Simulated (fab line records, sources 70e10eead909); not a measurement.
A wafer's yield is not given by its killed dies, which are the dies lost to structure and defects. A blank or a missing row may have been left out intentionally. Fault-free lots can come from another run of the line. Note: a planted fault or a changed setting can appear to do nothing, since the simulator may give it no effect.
Which of the tools did it? -- flow nand harc -- 15 lots, 43 wafers sampled, at 2 steps of a route of 1302

WHAT THE GAUGES READ, wafer by wafer
NHARC_A_CONTACT_CD_MEAS_69 targets a cd of 300 nm. Usual: cd nm reads 300.2 nm (standard deviation 0.42).
lot,measured,on,cd nm (nm),flag
L369,day 21 15:13,cd sem-01,300.1 299.9 300.1,
L372,day 22 11:43,cd sem-03,299.7 299.5 300.3,
L370,day 22 14:49,cd sem-01,300.5 300.5 300.3,
L373,day 23 06:43,cd sem-02,300.0 299.5,
L375,day 24 02:24,cd sem-03,300.0 300.3 300.3,
L376,day 24 21:56,cd sem-03,300.0 300.1,
L384,day 27 11:44,cd sem-02,300.1 300.5 299.9,
L383,day 27 12:05,cd sem-02,300.0 300.0 300.2,
L382,day 27 15:01,cd sem-02,300.2 300.9 301.1,
L385,day 28 10:02,cd sem-03,300.3 300.0 300.4,
L386,day 29 23:38,cd sem-02,299.7 300.3 300.0,
L389,day 30 09:54,cd sem-02,300.4 300.8 300.3,
L392,day 30 17:02,cd sem-03,300.2 300.8 300.3,
L390,day 30 18:08,cd sem-03,299.8 300.0 299.9,
L391,day 31 07:55,cd sem-03,300.5 300.3 300.2,

WHAT TOOL EACH LOT RAN ON (gives the tool, then ch and the chambers of the sampled wafers, and finally the start)
lot,NHARC_A_CONTACT_STRIP_55
L369,"rie diel-01 ch 0,1,3, day 21 15:13 or earlier"
L372,"rie diel-05 ch 1,2, day 22 11:43 or earlier"
L370,"rie diel-05 ch 0,2,3, day 22 14:49 or earlier"
L373,"rie diel-01 ch 0,3, day 23 06:43 or earlier"
L375,"rie diel-07 ch 0,1, day 24 02:24 or earlier"
L376,"rie diel-01 ch 1,2, day 24 21:56 or earlier"
L384,"rie diel-05 ch 1,2, day 27 11:44 or earlier"
L383,"rie diel-05 ch 0,1,2, day 27 12:05 or earlier"
L382,"rie diel-07 ch 0,1,2, day 27 15:01 or earlier"
L385,"rie diel-05 ch 2,3, day 28 10:02 or earlier"
L386,"rie diel-07 ch 1,3, day 29 23:38 or earlier"
L389,"rie diel-01 ch 0,1,2, day 30 09:54 or earlier"
L392,"rie diel-01 ch 1,2, day 30 17:02 or earlier"
L390,"rie diel-01 ch 0,1,2, day 30 18:08 or earlier"
L391,"rie diel-07 ch 0,1,3, day 31 07:55 or earlier"
- NHARC_A_CONTACT_STRIP_55: strips in O2.

AS READ BY THE TOOLS THEMSELVES (means over the sampled wafers that have a number; for cases with no such wafer, the mark the record gives instead)
NHARC_A_CONTACT_STRIP_55. Usual: drypump motor current A 5.9 A, standard deviation 0.33; oes product au 0.999 a.u., standard deviation 0.0071; rf vpp V 57.8 V, standard deviation 0.87; showerhead plenum p Torr 3.54 Torr, standard deviation 0.14; throttle valve pct 17.038 %, standard deviation 0.0089.
lot,tool,drypump motor current A (A),oes product au (a.u.),rf vpp V (V),showerhead plenum p Torr (Torr),throttle valve pct (%),flag
L369,rie diel-01,5.9,0.997,58.2,3.61,17.047,
L372,rie diel-05,5.7,0.991,57.4,3.46,17.042,
L370,rie diel-05,6.2,1.002,58.6,3.54,17.033,
L373,rie diel-01,5.8,1.000,57.1,3.56,17.050,
L375,rie diel-07,5.7,0.999,58.0,3.41,17.038,
L376,rie diel-01,5.9,1.002,57.9,3.58,17.029,
L384,rie diel-05,5.7,0.998,57.6,3.44,17.032,
L383,rie diel-05,6.0,0.994,57.6,3.52,17.033,
L382,rie diel-07,5.5,1.000,56.7,3.39,17.031,
L385,rie diel-05,6.1,1.001,57.5,3.45,17.033,
L386,rie diel-07,6.2,1.004,58.3,3.57,17.033,
L389,rie diel-01,5.9,1.000,58.1,3.62,17.035,
L392,rie diel-01,5.9,1.002,57.7,3.53,17.042,
L390,rie diel-01,5.9,1.002,57.7,3.62,17.029,
L391,rie diel-07,5.8,1.002,58.2,3.62,17.034,

THE ANSWER, worked out from the rows above alone
Rule: a lot is off if the mean of its wafers that have a number lies more than 3 standard deviations from the usual mean. Also off: a lot with no number at a reading for which 4 or more lots have one. All remaining lots with rows at the step are treated as sound. After the gauges, taken in route order, come the tools' own readings; for these a lot's mean is taken, as printed above. The first step at which some lot is off is used, and at that step the reading that is off furthest; a lot without a number counts as furthest.
No lot is off on any of the readings shown, so nothing can be concluded from this.

WHAT THE SIMULATOR HAD PUT IN
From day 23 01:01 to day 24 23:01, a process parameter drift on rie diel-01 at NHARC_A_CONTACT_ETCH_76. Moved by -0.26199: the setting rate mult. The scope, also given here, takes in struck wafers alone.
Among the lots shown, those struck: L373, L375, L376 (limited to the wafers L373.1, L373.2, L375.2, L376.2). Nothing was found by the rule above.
